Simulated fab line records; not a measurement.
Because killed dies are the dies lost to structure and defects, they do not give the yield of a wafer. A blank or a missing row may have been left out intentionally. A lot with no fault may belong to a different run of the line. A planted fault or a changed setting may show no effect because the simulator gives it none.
Chamber matching / flow n5_finfet / ald_sin-03 running N5_BEOL_M2_ALD_98: 4 sister chambers
The step deposits SiO2, target thk 2.5 nm, pulse time 1 s, co reactant pulse time 1 s. 4 wafers are shown with their chamber, then 9 later ones without.

== WAFERS, EACH WITH ITS CHAMBER ==
wafer=L091.6; chamber=3; heater_power_w (W)=78
wafer=L093.3; chamber=2; heater_power_w (W)=66
wafer=L093.4; chamber=1; heater_power_w (W)=83
wafer=L093.6; chamber=0; heater_power_w (W)=79

== WAFERS WITH NO CHAMBER GIVEN ==
wafer=L094.1; heater_power_w (W)=67
wafer=L094.5; heater_power_w (W)=76
wafer=L094.6; heater_power_w (W)=75
wafer=L095.2; heater_power_w (W)=67
wafer=L095.4; heater_power_w (W)=78
wafer=L095.6; heater_power_w (W)=68
wafer=L096.1; heater_power_w (W)=83
wafer=L096.5; heater_power_w (W)=76
wafer=L096.6; heater_power_w (W)=75

== CHAMBER TAKEN BY EACH ==
wafer=L094.1; from the rows above=2; in truth=2
wafer=L094.5; from the rows above=can't be placed: 3 or 0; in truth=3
wafer=L094.6; from the rows above=can't be placed: 3 or 0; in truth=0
wafer=L095.2; from the rows above=2; in truth=2
wafer=L095.4; from the rows above=can't be placed: 3 or 0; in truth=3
wafer=L095.6; from the rows above=2; in truth=2
wafer=L096.1; from the rows above=1; in truth=1
wafer=L096.5; from the rows above=can't be placed: 3 or 0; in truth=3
wafer=L096.6; from the rows above=can't be placed: 3 or 0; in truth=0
Correct placement for 4 of the 9. From these rows, 5 cannot be placed; in 5 the true chamber is one of the candidates. Number placed wrongly: 0.
How it was worked out, from the rows above alone: a wafer's distance from a chamber is the root of the sum, over the readings, of the square of ((its reading less the chamber's mean) divided by the reading's scatter). The wafer belongs to the nearest chamber; if the next one is less than 2 further off, it can't be placed. A chamber's mean is the mean of its shown wafers. The scatter: with one shown wafer a chamber, the root of the mean of the squares of how far each hidden wafer lies from its nearest shown one.
